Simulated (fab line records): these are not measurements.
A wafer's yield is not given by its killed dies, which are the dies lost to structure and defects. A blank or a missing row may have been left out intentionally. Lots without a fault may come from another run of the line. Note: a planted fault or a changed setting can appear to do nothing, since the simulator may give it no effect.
fab line records + flow n5_finfet
[record]
- lots = 6
- wafers = 18
- last_day = 18
route steps=1938 shown BEOL_M2@894 BEOL_M4@1111 PASSIVATION@1936
lots with no fault: from the same line, run without faults
start_h: start of the lot's first displayed wafer, in hours after the record's first day + wait_h: how many hours have passed since the lot's step before this one + " as in the row above + L1.1+2: a single row standing in for several wafers + - no value present, or no start provided + * or withheld: withheld + < > ~ a bound
route shown NAME@n: a module of which the file shows steps, and the number in the route of the first + usual: mean/standard deviation of fault-free wafers + same: alike in all rows + chamber/n: place in a boat + sites: per-site readings + _std_site: their standard deviation + _edge_site: mean of outer sites minus mean of inner sites + radius_mm: how far each site lies from the wafer's centre + mask NAME#n: copy n + behind: the last tool/chamber to shape the wafer + hold: reason for holding the lot/hours on hold/outcome of the hold + device: the n, p or np transistor that did not switch + end of line: tests of these same wafers at the route's end + a step without rows: its recipe alone + killed: dies lost to structure and defects at the first sort, not the wafer's yield + map: a wafer's dies, marking killed ones x, the rest . and places with no die _
set.NAME: the setting that was run; set.NAME@STEP: the one run at that earlier step + model.NAME: the simulator's own value behind a step, which no gauge read
a table for each step, a row for each wafer; lots at some steps of the route
services: when a tool's chamber went out of use (start_h, in hours from the record's first day, below 0 if earlier), for how many hours, and the reason
[[steps]]
[step N5_BEOL_M2_HM_STRIP_39]
[recipe]
- chemistry = peroxide_tin_strip
- material = TiN
- target_depth_a = 250
- temp_c = 50
- time_s = 158
[step N5_BEOL_M2_SRD_40]
[recipe]
- time_s = 30
- temp_c = 23
- rinse_liquid = diw
- dry = ipa_marangoni
[step N5_BEOL_M2_PRECLEAN_42]
[recipe]
- chemistry = residue_remover
- time_s = 60
- temp_c = 40
[step N5_BEOL_M2_SRD_43]
[recipe]
- time_s = 30
- temp_c = 23
- rinse_liquid = diw
- dry = ipa_marangoni
[step N5_BEOL_M2_CD_MEAS_35]
[recipe]
- target_cd_nm = 18
- target_cd_y_nm = 22.2
- polarity = opening
[usual]
- cd_nm = 17.91/0.29
| lot.wafer | tool      | chamber | start_h | wait_h | cd_nm |
|-----------|-----------|---------|---------|--------|-------|
| L600.4    | cd_sem-03 | -       | 147.44  | 0.0    | 18.09 |
| L600.5    | "         | -       | "       | "      | 17.64 |
| L600.6    | "         | -       | "       | "      | 17.66 |
| L601.2    | cd_sem-01 | -       | 147.60  | 0.0    | 17.87 |
| L601.3    | "         | -       | "       | "      | 17.68 |
| L601.6    | "         | -       | "       | "      | 18.30 |
| L618.2    | cd_sem-03 | -       | 263.48  | 0.0    | 17.41 |
| L618.4    | "         | -       | "       | "      | 17.60 |
| L618.6    | "         | -       | "       | "      | 17.45 |
| L619.1    | cd_sem-02 | -       | 266.12  | 0.0    | 17.36 |
| L619.2    | "         | -       | "       | "      | 17.70 |
| L619.4    | "         | -       | "       | "      | 18.00 |
| L620.3    | cd_sem-01 | -       | 267.55  | 0.0    | 17.99 |
| L620.5    | "         | -       | "       | "      | 17.77 |
| L620.6    | "         | -       | "       | "      | 18.60 |
| L622.4    | cd_sem-01 | -       | 277.52  | 0.0    | 17.84 |
| L622.5    | "         | -       | "       | "      | 17.73 |
| L622.6    | "         | -       | "       | "      | 17.94 |
[step N5_BEOL_M2_DEGAS_44]
[recipe]
- ambient = vacuum
- temp_c = 250
- time_s = 60
[usual]
- heater_power_w = 326/31
| lot.wafer | tool           | chamber | start_h | wait_h | heater_power_w |
|-----------|----------------|---------|---------|--------|----------------|
| L600.4    | pvd_sputter-03 | -       | 147.56  | 0.1    | 321            |
| L600.5    | "              | -       | "       | "      | 325            |
| L600.6    | "              | -       | "       | "      | 298            |
| L601.2    | pvd_sputter-03 | -       | 147.72  | 0.1    | 326            |
| L601.3    | "              | -       | "       | "      | 355            |
| L601.6    | "              | -       | "       | "      | 300            |
| L618.2    | pvd_sputter-02 | -       | 263.59  | 0.1    | 294            |
| L618.4    | "              | -       | "       | "      | 398            |
| L618.6    | "              | -       | "       | "      | 392            |
| L619.1    | pvd_sputter-01 | -       | 266.39  | 0.3    | 304            |
| L619.2    | "              | -       | "       | "      | 359            |
| L619.4    | "              | -       | "       | "      | 297            |
| L620.3    | pvd_sputter-01 | -       | 268.10  | 0.5    | 313            |
| L620.5    | "              | -       | "       | "      | 293            |
| L620.6    | "              | -       | "       | "      | 312            |
| L622.4    | pvd_sputter-02 | -       | 277.67  | 0.1    | 392            |
| L622.5    | "              | -       | "       | "      | 391            |
| L622.6    | "              | -       | "       | "      | 301            |
[step N5_BEOL_M2_PRE_CLEAN_45]
[recipe]
- gas = H2/He
- time_s = 30
- temp_c = 250
[step N5_BEOL_M2_ALD_84]
[recipe]
- material = TaN
- target_thk_a = *
- temp_c = 275
- ald_precursor_family = PDMAT
- ald_co_reactant = NH3
- pressure_torr = 3
- carrier_flow_sccm = 1500
- pulse_time_s = 2
- purge_time_s = 3
- co_reactant_purge_time_s = 2
- co_reactant_pulse_time_s = 3
- ald_cycles = 30
- precursor_vessel_temp_c = 75
- precursor_vessel_pressure_torr = 26.25
- precursor_vessel_carrier_sccm = 1000
[usual]
- heater_power_w = 416/44
- precursor_vessel_carrier_sccm = 1000/3.3
[same]
- co_reactant_pulse_time_s = 3
- co_reactant_purge_time_s = 2
| lot.wafer | tool         | chamber | start_h | wait_h | heater_power_w | precursor_vessel_carrier_sccm |
|-----------|--------------|---------|---------|--------|----------------|-------------------------------|
| L600.4    | ald_metal-03 | 1       | 147.67  | 0.1    | 393            | 1009                          |
| L600.5    | "            | 2       | "       | "      | 440            | 1000                          |
| L600.6    | "            | 3       | "       | "      | 419            | 1004                          |
| L601.2    | ald_metal-02 | 1       | 147.94  | 0.2    | 414            | 995                           |
| L601.3    | "            | 0       | "       | "      | 502            | 998                           |
| L601.6    | "            | 0       | "       | "      | 512            | 997                           |
| L618.2    | ald_metal-03 | 3       | 263.70  | 0.0    | 424            | 1000                          |
| L618.4    | "            | 0       | "       | "      | 386            | 1001                          |
| L618.6    | "            | 1       | "       | "      | 406            | 1006                          |
| L619.1    | ald_metal-02 | 2       | 266.49  | 0.0    | 440            | 999                           |
| L619.2    | "            | 3       | "       | "      | 405            | 995                           |
| L619.4    | "            | 1       | "       | "      | 407            | 1002                          |
| L620.3    | ald_metal-03 | 1       | 268.22  | 0.1    | 417            | 1002                          |
| L620.5    | "            | 2       | "       | "      | 438            | 999                           |
| L620.6    | "            | 1       | "       | "      | 403            | 1001                          |
| L622.4    | ald_metal-03 | 0       | 277.79  | 0.1    | 365            | 998                           |
| L622.5    | "            | 3       | "       | "      | 421            | 997                           |
| L622.6    | "            | 2       | "       | "      | 440            | 1005                          |
[step N5_BEOL_M2_SURFACE_TREAT_85]
[recipe]
- gas = Ar
- time_s = *
- ion_energy_ev = *
- ion_current_ma_cm2 = 0.5
- pressure_mtorr = *
- ar_flow_sccm = 30
[usual]
- throttle_valve_pct = *
| lot.wafer | tool           | chamber | start_h | wait_h | throttle_valve_pct |
|-----------|----------------|---------|---------|--------|--------------------|
| L600.4    | pvd_sputter-03 | -       | 148.16  | 0.4    | *                  |
| L600.5    | "              | -       | "       | "      | *                  |
| L600.6    | "              | -       | "       | "      | *                  |
| L601.2    | pvd_sputter-01 | -       | 148.29  | 0.2    | *                  |
| L601.3    | "              | -       | "       | "      | *                  |
| L601.6    | "              | -       | "       | "      | *                  |
| L618.2    | pvd_sputter-01 | -       | 264.06  | 0.3    | *                  |
| L618.4    | "              | -       | "       | "      | *                  |
| L618.6    | "              | -       | "       | "      | *                  |
| L619.1    | pvd_sputter-01 | -       | 266.77  | 0.2    | *                  |
| L619.2    | "              | -       | "       | "      | *                  |
| L619.4    | "              | -       | "       | "      | *                  |
| L620.3    | pvd_sputter-01 | -       | 268.58  | 0.3    | *                  |
| L620.5    | "              | -       | "       | "      | *                  |
| L620.6    | "              | -       | "       | "      | *                  |
| L622.4    | pvd_sputter-02 | -       | 278.09  | 0.2    | *                  |
| L622.5    | "              | -       | "       | "      | *                  |
| L622.6    | "              | -       | "       | "      | *                  |
[step N5_BEOL_M2_CVD_47]
[recipe]
- material = Co
- target_thk_a = 30
- temp_c = withheld
- precursor = CCTBA/H2
- pressure_torr = 30
- time_s = 223.8
[step N5_BEOL_M2_SPUTTER_48]
[recipe]
- material = Cu
- target_thk_a = 45
- temp_c = -20
- chamber_pressure_pa = 0.07
- power_w = withheld
- time_s = 8.29
[step N5_BEOL_M2_ANNEAL_49]
[recipe]
- temp_c = 400
- time_s = 240
- ambient = vacuum
[usual]
- heater_power_w = 809/78
| lot.wafer | tool           | chamber | start_h | wait_h | heater_power_w |
|-----------|----------------|---------|---------|--------|----------------|
| L600.4    | pvd_sputter-01 | -       | 148.57  | 0.0    | 700            |
| L600.5    | "              | -       | "       | "      | 801            |
| L600.6    | "              | -       | "       | "      | 687            |
| L601.2    | pvd_sputter-03 | -       | 150.60  | 0.0    | 749            |
| L601.3    | "              | -       | "       | "      | 756            |
| L601.6    | "              | -       | "       | "      | 803            |
| L618.2    | pvd_sputter-03 | -       | 265.44  | 0.0    | 822            |
| L618.4    | "              | -       | "       | "      | 887            |
| L618.6    | "              | -       | "       | "      | 766            |
| L619.1    | pvd_sputter-03 | -       | 267.28  | 0.0    | 885            |
| L619.2    | "              | -       | "       | "      | 758            |
| L619.4    | "              | -       | "       | "      | 745            |
| L620.3    | pvd_sputter-01 | -       | 269.06  | 0.0    | 765            |
| L620.5    | "              | -       | "       | "      | 917            |
| L620.6    | "              | -       | "       | "      | 780            |
| L622.4    | pvd_sputter-02 | -       | 278.43  | 0.0    | 981            |
| L622.5    | "              | -       | "       | "      | 805            |
| L622.6    | "              | -       | "       | "      | 758            |
[step N5_BEOL_M2_SPUTTER_79]
[recipe]
- material = Cu
- target_thk_a = 45
- temp_c = -20
- chamber_pressure_pa = 0.07
- power_w = withheld
- time_s = 8.29
[usual]
- chamber_pressure_pa = 0.06999/0.00014
- chuck_sensor_temp_C = -16.2/0.73
- substrate_temp_c = -20.01/0.11
- throttle_valve_pct = 30.1/1.1
| lot.wafer | tool           | chamber | start_h | wait_h | chamber_pressure_pa | chuck_sensor_temp_C | substrate_temp_c | throttle_valve_pct |
|-----------|----------------|---------|---------|--------|---------------------|---------------------|------------------|--------------------|
| L600.4    | pvd_sputter-01 | -       | 148.71  | 0.1    | 0.07                | -16.5               | -19.98           | 30.3               |
| L600.5    | "              | -       | "       | "      | 0.06995             | -17.0               | -19.90           | 27.5               |
| L600.6    | "              | -       | "       | "      | 0.06997             | -16.5               | -20.03           | 30.1               |
| L601.2    | pvd_sputter-03 | -       | 150.74  | 0.1    | 0.06994             | -15.7               | -20.07           | 30.7               |
| L601.3    | "              | -       | "       | "      | 0.07016             | -15.4               | -20.00           | 30.4               |
| L601.6    | "              | -       | "       | "      | 0.06988             | -17.2               | -19.82           | 31.2               |
| L618.2    | pvd_sputter-03 | -       | 265.58  | 0.1    | 0.0701              | -17.2               | -20.01           | 31.1               |
| L618.4    | "              | -       | "       | "      | 0.07003             | -16.3               | -19.88           | 30.1               |
| L618.6    | "              | -       | "       | "      | 0.07485             | -15.2               | -20.15           | 29.1               |
| L619.1    | pvd_sputter-03 | -       | 267.42  | 0.1    | 0.06981             | -16.3               | -20.08           | 29.8               |
| L619.2    | "              | -       | "       | "      | 0.07494             | -15.0               | -19.84           | 29.2               |
| L619.4    | "              | -       | "       | "      | 0.07008             | -15.7               | -20.21           | 30.8               |
| L620.3    | pvd_sputter-01 | -       | 269.20  | 0.1    | 0.07032             | -16.7               | -19.95           | 31.0               |
| L620.5    | "              | -       | "       | "      | 0.06991             | -17.5               | -20.00           | 29.1               |
| L620.6    | "              | -       | "       | "      | 0.07009             | -16.6               | -20.07           | 30.7               |
| L622.4    | pvd_sputter-02 | -       | 278.57  | 0.1    | 0.06981             | -15.1               | -19.95           | 31.5               |
| L622.5    | "              | -       | "       | "      | 0.06998             | -16.8               | -20.09           | 31.4               |
| L622.6    | "              | -       | "       | "      | 0.06989             | -15.5               | -20.05           | 29.3               |
[step N5_BEOL_M2_ANNEAL_80]
[recipe]
- temp_c = 400
- time_s = 240
- ambient = vacuum
[usual]
- heater_power_w = 811/78
| lot.wafer | tool           | chamber | start_h | wait_h | heater_power_w |
|-----------|----------------|---------|---------|--------|----------------|
| L600.4    | pvd_sputter-01 | -       | 148.79  | 0.0    | 739            |
| L600.5    | "              | -       | "       | "      | 807            |
| L600.6    | "              | -       | "       | "      | 725            |
| L601.2    | pvd_sputter-03 | -       | 150.82  | 0.0    | 758            |
| L601.3    | "              | -       | "       | "      | 771            |
| L601.6    | "              | -       | "       | "      | 843            |
| L618.2    | pvd_sputter-03 | -       | 265.66  | 0.0    | 817            |
| L618.4    | "              | -       | "       | "      | 841            |
| L618.6    | "              | -       | "       | "      | 731            |
| L619.1    | pvd_sputter-03 | -       | 267.50  | 0.0    | 876            |
| L619.2    | "              | -       | "       | "      | 744            |
| L619.4    | "              | -       | "       | "      | 738            |
| L620.3    | pvd_sputter-01 | -       | 269.28  | 0.0    | 795            |
| L620.5    | "              | -       | "       | "      | 909            |
| L620.6    | "              | -       | "       | "      | 759            |
| L622.4    | pvd_sputter-02 | -       | 278.65  | 0.0    | 1000           |
| L622.5    | "              | -       | "       | "      | 817            |
| L622.6    | "              | -       | "       | "      | 725            |
[step N5_BEOL_M4_RC_MEAS_101]
[usual]
- DIBL_N = 35.9/1.3
- DIBL_P = 35.9/1.5
- IOFF_N = 0.152/0.023
- IOFF_P = 0.204/0.027
- ION_N = 673/9.2
- ION_P = 462/6.7
- SS_N = 71.4/0.48
- SS_P = 73.2/0.55
- VT_N = 250.3/2.6
- VT_P = -250.6/3
| lot.wafer | tool      | chamber | start_h | wait_h | DIBL_N[mV/V] | DIBL_P[mV/V] | IOFF_N[nA/um] | IOFF_P[nA/um] | ION_N[uA/um] | ION_P[uA/um] | SS_N[mV/dec] | SS_P[mV/dec] | VT_N[mV] | VT_P[mV] |
|-----------|-----------|---------|---------|--------|--------------|--------------|---------------|---------------|--------------|--------------|--------------|--------------|----------|----------|
| L600.4    | prober-02 | 0       | 181.34  | 0.5    | 34.9         | 35.1         | 0.116         | 0.169         | 656          | 455          | 70.1         | 72.4         | 253.4    | -252.1   |
| L600.5    | "         | 0       | "       | "      | 36.0         | 36.2         | 0.135         | 0.179         | 673          | 461          | 70.7         | 72.5         | 250.4    | -250.8   |
| L600.6    | "         | 0       | "       | "      | 35.3         | 35.1         | 0.119         | 0.165         | 660          | 456          | 70.4         | 72.5         | 255.4    | -254.3   |
| L601.2    | prober-01 | 0       | 186.90  | 0.2    | 36.3         | 36.8         | 0.184         | 0.213         | 683          | 467          | 71.4         | 73.1         | 248.1    | -252.1   |
| L601.3    | "         | 0       | "       | "      | 36.2         | 37.6         | 0.185         | 0.225         | 687          | 459          | 70.6         | 73.6         | 247.5    | -253.5   |
| L601.6    | "         | 0       | "       | "      | 36.2         | 37.2         | 0.184         | 0.215         | 670          | 458          | 71.2         | 73.9         | 245.4    | -253.0   |
| L618.2    | prober-02 | 0       | 302.38  | 0.2    | 35.0         | 37.0         | 0.149         | 0.214         | 677          | 462          | 71.4         | 72.4         | 249.3    | -249.2   |
| L618.4    | "         | 0       | "       | "      | 36.0         | 37.6         | 0.170         | 0.232         | 686          | 473          | 71.8         | 73.5         | 249.0    | -245.5   |
| L618.6    | "         | 0       | "       | "      | 35.0         | 36.6         | 0.145         | 0.206         | 670          | 468          | 72.1         | 73.3         | 251.0    | -251.0   |
| L619.1    | prober-01 | 0       | 305.26  | 0.0    | 35.4         | 35.3         | 0.154         | 0.214         | 675          | 465          | 71.7         | 73.1         | 248.0    | -249.2   |
| L619.2    | "         | 0       | "       | "      | 36.3         | 36.9         | 0.172         | 0.224         | 682          | 472          | 72.2         | 73.2         | 248.7    | -248.2   |
| L619.4    | "         | 0       | "       | "      | 35.1         | 35.6         | 0.152         | 0.211         | 676          | 466          | 71.2         | 73.2         | 249.4    | -248.7   |
| L620.3    | prober-02 | 0       | 305.78  | 0.3    | 35.8         | 36.8         | 0.156         | 0.192         | 682          | 466          | 71.3         | 73.1         | 251.0    | -251.5   |
| L620.5    | "         | 0       | "       | "      | 36.3         | 36.9         | 0.171         | 0.197         | 675          | 458          | 71.6         | 73.2         | 247.3    | -253.1   |
| L620.6    | "         | 0       | "       | "      | 36.4         | 37.0         | 0.172         | 0.190         | 680          | 464          | 71.6         | 73.4         | 247.0    | -253.9   |
| L622.4    | prober-01 | 0       | 332.40  | 0.5    | 36.9         | 34.6         | 0.139         | 0.201         | 657          | 458          | 71.7         | 73.5         | 253.3    | -251.9   |
| L622.5    | "         | 0       | "       | "      | 36.5         | 35.2         | 0.141         | 0.211         | 654          | 458          | 71.0         | 73.9         | 253.8    | -252.1   |
| L622.6    | "         | 0       | "       | "      | 38.6         | 37.2         | 0.187         | 0.241         | 672          | 462          | 71.9         | 74.0         | 249.5    | -250.9   |
[step N5_PASSIVATION_PROBE_49]
[usual]
- defect_limited_yield = 91.0/1.5
- killed_at_M0_to_M3 = 37/12
- killed_at_M4_up = 13/5
- killed_at_contacts = 13/6.1
- killed_at_front_end = 39/11
- killed_at_other = 4/3.2
- killed_dies = 106/17
- killed_open = 69/12
- killed_short = 35/7.9
- sort_bin_5_function = 5.3/1
- sort_bin_6_memory = 3.3/0.68
- sort_n_pass = 1074/17
- sort_yield_pct = 91.0/1.5
[same]
- gross_dies = 1180
- killed_at_back_side = 0
- sort_bin_4_leakage[%] = 0
- sort_bin_8_speed[%] = 0
| lot.wafer | tool      | chamber | start_h | wait_h | defect_limited_yield[%] | killed_at_M0_to_M3 | killed_at_M4_up | killed_at_contacts | killed_at_front_end | killed_at_other | killed_dies | killed_open | killed_short | sort_bin_5_function[%] | sort_bin_6_memory[%] | sort_n_pass | sort_yield_pct[%] |
|-----------|-----------|---------|---------|--------|-------------------------|--------------------|-----------------|--------------------|---------------------|-----------------|-------------|-------------|--------------|------------------------|----------------------|-------------|-------------------|
| L600.4    | prober-01 | -       | 291.57  | 0.2    | 89.1                    | 26                 | 20              | 20                 | 56                  | 7               | 129         | 95          | 34           | 6.5                    | 3.8                  | 1051        | 89.1              |
| L600.5    | prober-01 | -       | 291.62  | 0.2    | 88.7                    | 35                 | 17              | 10                 | 65                  | 6               | 133         | 86          | 47           | 7.3                    | 3.6                  | 1047        | 88.7              |
| L600.6    | prober-01 | -       | 291.67  | 0.3    | 92.1                    | 22                 | 14              | 9                  | 47                  | 1               | 93          | 67          | 24           | 4.6                    | 3.1                  | 1087        | 92.1              |
| L601.2    | prober-02 | -       | 292.16  | 0.1    | 90.9                    | 52                 | 11              | 6                  | 33                  | 5               | 107         | 69          | 35           | 5.5                    | 3.5                  | 1073        | 90.9              |
| L601.3    | prober-02 | -       | 292.21  | 0.1    | 90.3                    | 42                 | 7               | 11                 | 48                  | 6               | 114         | 79          | 33           | 6.2                    | 3.1                  | 1066        | 90.3              |
| L601.6    | prober-02 | -       | 292.36  | 0.3    | 91.8                    | 42                 | 7               | 11                 | 35                  | 2               | 97          | 65          | 29           | 5.1                    | 2.8                  | 1083        | 91.8              |
| L619.1    | prober-01 | -       | 414.72  | 0.0    | 89.7                    | 37                 | 16              | 23                 | 43                  | 2               | 121         | 79          | 42           | 6.0                    | 4.1                  | 1059        | 89.7              |
| L619.2    | prober-01 | -       | 414.77  | 0.1    | 89.9                    | 49                 | 12              | 23                 | 33                  | 2               | 119         | 77          | 36           | 5.9                    | 3.5                  | 1061        | 89.9              |
| L619.4    | prober-01 | -       | 414.87  | 0.2    | 91.6                    | 32                 | 10              | 15                 | 41                  | 1               | 99          | 74          | 25           | 5.8                    | 2.3                  | 1081        | 91.6              |
| L620.3    | prober-02 | -       | 421.15  | 0.1    | 91.3                    | 37                 | 19              | 11                 | 35                  | 1               | 103         | 71          | 32           | 4.8                    | 3.6                  | 1077        | 91.3              |
| L620.5    | prober-02 | -       | 421.25  | 0.2    | 92.5                    | 36                 | 9               | 8                  | 34                  | 2               | 89          | 54          | 35           | 5.0                    | 2.2                  | 1091        | 92.5              |
| L620.6    | prober-02 | -       | 421.30  | 0.3    | 92.0                    | 27                 | 13              | 13                 | 41                  | 0               | 94          | 58          | 34           | 4.2                    | 3.3                  | 1086        | 92.0              |
| L618.2    | prober-02 | -       | 422.67  | 0.1    | 94.9                    | 26                 | 8               | 9                  | 17                  | 0               | 60          | 37          | 23           | 2.7                    | 2.0                  | 1120        | 94.9              |
| L618.4    | prober-02 | -       | 422.77  | 0.2    | 93.5                    | 25                 | 17              | 5                  | 27                  | 3               | 77          | 52          | 25           | 3.6                    | 2.5                  | 1103        | 93.5              |
| L618.6    | prober-02 | -       | 422.87  | 0.3    | 92.5                    | 19                 | 12              | 12                 | 45                  | 0               | 88          | 62          | 25           | 5.2                    | 2.2                  | 1092        | 92.5              |
| L622.4    | prober-01 | -       | 440.87  | 0.2    | 90.9                    | 27                 | 6               | 14                 | 52                  | 8               | 107         | 75          | 32           | 5.9                    | 2.9                  | 1073        | 90.9              |
| L622.5    | prober-01 | -       | 440.92  | 0.2    | 90.5                    | 31                 | 20              | 12                 | 45                  | 4               | 112         | 76          | 35           | 5.4                    | 3.8                  | 1068        | 90.5              |
| L622.6    | prober-01 | -       | 440.97  | 0.3    | 88.9                    | 33                 | 11              | 10                 | 66                  | 11              | 131         | 85          | 40           | 6.4                    | 4.5                  | 1049        | 88.9              |
// killed by level:class
L600.4 MOL_CONTACT_COAG:geometric_particle:open=18 BEOL_M4:geometric_particle:open=17 STI_FIN_REVEAL:geometric_particle:open=14 DUMMY_GATE:geometric_particle:open=11 FIN_SAQP:geometric_particle:open=8 FIN_SAQP:geometric_particle:short=7 BEOL_M2:geometric_particle:open=7 BEOL_M0_SAQP:geometric_particle:open=6
L600.5 FIN_SAQP:geometric_particle:open=17 FIN_SAQP:geometric_particle:short=11 BEOL_M0_SAQP:geometric_particle:short=10 BEOL_M4:geometric_particle:open=9 STI_FIN_REVEAL:geometric_particle:open=9 DUMMY_GATE:geometric_particle:open=8 BEOL_M0_SAQP:geometric_particle:open=8 MOL_CONTACT_COAG:geometric_particle:open=7
L600.6 STI_FIN_REVEAL:geometric_particle:open=13 FIN_SAQP:geometric_particle:open=11 BEOL_M4:geometric_particle:open=9 MOL_CONTACT_COAG:geometric_particle:open=8 BEOL_M2:geometric_particle:open=7 DUMMY_GATE:geometric_particle:open=5 BEOL_M3:geometric_particle:open=5 FIN_SAQP:geometric_particle:short=4
L601.2 BEOL_M0_SAQP:geometric_particle:open=15 BEOL_M0_SAQP:geometric_particle:short=12 STI_FIN_REVEAL:geometric_particle:open=9 FIN_SAQP:geometric_particle:open=8 BEOL_M2:geometric_particle:open=8 GATE_CUT:geometric_particle:short=5 MOL_CONTACT_COAG:geometric_particle:open=5 BEOL_M3:geometric_particle:open=5
L601.3 FIN_SAQP:geometric_particle:open=15 BEOL_M2:geometric_particle:open=12 STI_FIN_REVEAL:geometric_particle:open=9 MOL_CONTACT_COAG:geometric_particle:open=9 BEOL_M0_SAQP:geometric_particle:short=8 BEOL_M0_SAQP:geometric_particle:open=6 GATE_CUT:geometric_particle:open=5 BEOL_M1:geometric_particle:open=5
L601.6 BEOL_M2:geometric_particle:open=11 BEOL_M0_SAQP:geometric_particle:short=10 STI_FIN_REVEAL:geometric_particle:open=7 MOL_CONTACT_COAG:geometric_particle:open=7 FIN_SAQP:geometric_particle:open=6 BEOL_M3:geometric_particle:open=6 BEOL_M0_SAQP:geometric_particle:open=5 BEOL_M8:geometric_particle:open=5
L619.1 MOL_CONTACT_COAG:geometric_particle:open=19 STI_FIN_REVEAL:geometric_particle:open=12 BEOL_M0_SAQP:geometric_particle:short=10 FIN_SAQP:geometric_particle:short=10 BEOL_M4:geometric_particle:open=9 BEOL_M0_SAQP:geometric_particle:open=8 BEOL_M1:geometric_particle:open=5 FIN_SAQP:geometric_particle:open=4
L619.2 MOL_CONTACT_COAG:geometric_particle:open=19 STI_FIN_REVEAL:geometric_particle:open=12 BEOL_M0_SAQP:geometric_particle:short=12 BEOL_M0_SAQP:geometric_particle:open=11 BEOL_M2:geometric_particle:open=7 BEOL_M0:geometric_particle:open=6 BEOL_M1:geometric_particle:open=6 HKMG_FIN:area_etch=6
L619.4 STI_FIN_REVEAL:geometric_particle:open=19 MOL_CONTACT_COAG:geometric_particle:open=12 BEOL_M3:geometric_particle:open=8 BEOL_M2:geometric_particle:open=7 FIN_SAQP:geometric_particle:open=6 BEOL_M0_SAQP:geometric_particle:open=6 FIN_SAQP:geometric_particle:short=5 BEOL_M4:geometric_particle:open=4
L620.3 MOL_CONTACT_COAG:geometric_particle:open=10 BEOL_M4:geometric_particle:open=10 BEOL_M0_SAQP:geometric_particle:open=7 BEOL_M2:geometric_particle:open=7 STI_FIN_REVEAL:geometric_particle:open=5 GATE_CUT:geometric_particle:short=5 BEOL_M1:geometric_particle:open=5 BEOL_M3:geometric_particle:open=5
L620.5 GATE_CUT:geometric_particle:short=9 MOL_CONTACT_COAG:geometric_particle:open=7 BEOL_M2:geometric_particle:open=7 FIN_SAQP:geometric_particle:short=6 BEOL_M0_SAQP:geometric_particle:short=6 BEOL_M0:geometric_particle:open=5 BEOL_M3:geometric_particle:open=5 ILD0:geometric_particle:open=4
L620.6 MOL_CONTACT_COAG:geometric_particle:open=9 FIN_SAQP:geometric_particle:open=7 STI_FIN_REVEAL:geometric_particle:open=7 BEOL_M3:geometric_particle:open=6 GATE_CUT:geometric_particle:short=6 BEOL_M4:geometric_particle:open=6 BEOL_M0_SAQP:geometric_particle:short=5 BEOL_M0_SAQP:geometric_particle:open=5
L618.2 BEOL_M0_SAQP:geometric_particle:open=8 BEOL_M0_SAQP:geometric_particle:short=7 FIN_SAQP:geometric_particle:short=5 MOL_CONTACT_COAG:geometric_particle:open=5 MOL_CONTACT_COAG:geometric_particle:short=4 BEOL_M3:geometric_particle:open=4 STI_FIN_REVEAL:geometric_particle:open=3 GATE_CUT:geometric_particle:short=3
L618.4 BEOL_M3:geometric_particle:open=8 FIN_SAQP:geometric_particle:open=6 STARTING-WAFER:geometric_particle:short=6 STI_FIN_REVEAL:geometric_particle:open=5 MOL_CONTACT_COAG:geometric_particle:open=5 BEOL_M5:geometric_particle:open=4 BEOL_M0_SAQP:geometric_particle:open=3 BEOL_M0_SAQP:geometric_particle:short=3
L618.6 STI_FIN_REVEAL:geometric_particle:open=14 MOL_CONTACT_COAG:geometric_particle:open=9 FIN_SAQP:geometric_particle:short=8 BEOL_M3:geometric_particle:open=8 FIN_SAQP:geometric_particle:open=6 STARTING-WAFER:geometric_particle:open=5 BEOL_M4:geometric_particle:open=4 STARTING-WAFER:geometric_particle:short=4
L622.4 STI_FIN_REVEAL:geometric_particle:open=15 MOL_CONTACT_COAG:geometric_particle:open=11 FIN_SAQP:geometric_particle:short=10 FIN_SAQP:geometric_particle:open=9 BEOL_M0_SAQP:geometric_particle:open=9 DUMMY_GATE:geometric_particle:open=6 BEOL_M0_SAQP:geometric_particle:short=6 BEOL_M2:geometric_particle:open=4
L622.5 FIN_SAQP:geometric_particle:short=14 BEOL_M4:geometric_particle:open=14 FIN_SAQP:geometric_particle:open=10 MOL_CONTACT_COAG:geometric_particle:open=10 BEOL_M2:geometric_particle:open=10 STI_FIN_REVEAL:geometric_particle:open=7 BEOL_M0_SAQP:geometric_particle:short=6 BEOL_M0_SAQP:geometric_particle:open=5
L622.6 STI_FIN_REVEAL:geometric_particle:open=21 FIN_SAQP:geometric_particle:short=14 MOL_CONTACT_COAG:geometric_particle:open=9 FIN_SAQP:geometric_particle:open=7 DUMMY_GATE:geometric_particle:open=7 BEOL_M0_SAQP:geometric_particle:short=7 BEOL_M2:geometric_particle:open=7 BEOL_M3:geometric_particle:open=7
[[services]]
| tool           | chamber | start_h | hours | kind   |
|----------------|---------|---------|-------|--------|
| ald_metal-03   | -       | 163.31  | 12.9  | repair |
| pvd_sputter-03 | -       | 186.76  | 4.3   | repair |
| ald_metal-03   | 3       | 242.68  | 10.8  | repair |
| ald_metal-03   | 0       | 245.07  | 17.8  | repair |
[[key]]
[first_sign]
- step = N5_BEOL_M2_SPUTTER_79
- reading = chamber_pressure_pa
- direction = up
- sigmas = 35
- usual = 0.06999
- struck = 0.0749
effect none on later readings
met_at N5_BEOL_M2_SPUTTER_79
struck_wafers L618.6,L619.2
onset_between 150.74 265.58
[fault]
- kind = process_parameter_drift
- tool = pvd_sputter-03
- chamber = -
- onset_h = 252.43
- steps = N5_BEOL_M2_SPUTTER_79
- channel = chamber_pressure_pa
- offset = 0.0049294
- shape = step
- end_h = 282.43
- acts_in = these_recipes_only
- stated = 0.07
- scope = struck_wafers_only
